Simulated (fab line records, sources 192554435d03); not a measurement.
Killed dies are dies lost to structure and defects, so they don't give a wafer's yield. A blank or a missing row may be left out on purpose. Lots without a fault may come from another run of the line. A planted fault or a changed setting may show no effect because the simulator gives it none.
Chamber matching | flow n5_finfet | N5_BEOL_M2_ALD_98 on ald_sin-04: 4 sister chambers
The step deposits SiO2, target thk 2.5 nm, pulse time 1 s, co reactant pulse time 1 s. 14 wafers are shown with their chamber, then 7 later ones without.

WAFERS WITH THEIR CHAMBER
wafer  | chamber | heater_power_w (W) | precursor_pulse_height_rel
L077.1 | 2       | 80                 | 0.998
L077.2 | 0       | 64                 | 1.003
L077.3 | 3       | 85                 | 0.951
L078.3 | 1       | 82                 | 0.950
L078.5 | 3       | 88                 | 1.025
L078.6 | 0       | 63                 | 0.982
L080.2 | 0       | 63                 | 1.020
L080.4 | 1       | 84                 | 1.008
L080.5 | 2       | 80                 | 1.007
L081.1 | 3       | 86                 | 1.010
L081.2 | 1       | 83                 | 0.989
L081.3 | 0       | 63                 | 0.996
L085.1 | 1       | 83                 | 1.022
L085.2 | 2       | 78                 | 0.982

SIGNATURES (means of the wafers above)
reading                    | chamber 0 | chamber 1 | chamber 2 | chamber 3 | scatter within a chamber
heater_power_w             | 63.25     | 83.00     | 79.33     | 86.33     | 1
precursor_pulse_height_rel | 1.00025   | 0.99225   | 0.99567   | 0.99533   | 0.0266
Rule: a wafer's distance from a chamber is the root of the sum, over the readings, of the square of ((its reading less the chamber's mean) divided by the reading's scatter). The wafer belongs to the nearest chamber; if the next one is less than 2 further off, it can't be placed. The scatter: the root of (the sum of the squares of (reading less its chamber's mean) over the shown wafers, divided by (wafers less chambers)).

WAFERS WITHOUT THEIR CHAMBER
wafer  | heater_power_w (W) | precursor_pulse_height_rel
L085.5 | 83                 | 1.029
L093.1 | 77                 | 0.956
L093.3 | 61                 | 1.027
L093.5 | 83                 | 1.023
L097.2 | 62                 | 1.036
L097.3 | 86                 | 1.008
L097.6 | 81                 | 1.019

WHICH CHAMBER EACH WENT THROUGH
wafer  | from the rows above     | in truth
L085.5 | 1                       | 1
L093.1 | 2                       | 2
L093.3 | 0                       | 0
L093.5 | 1                       | 1
L097.2 | 0                       | 0
L097.3 | 3                       | 3
L097.6 | can't be placed: 2 or 1 | 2
Placed correctly: 6 of 7. Can't be placed from these rows: 1 (the true chamber is among the candidates in 1). Placed wrongly: 0.
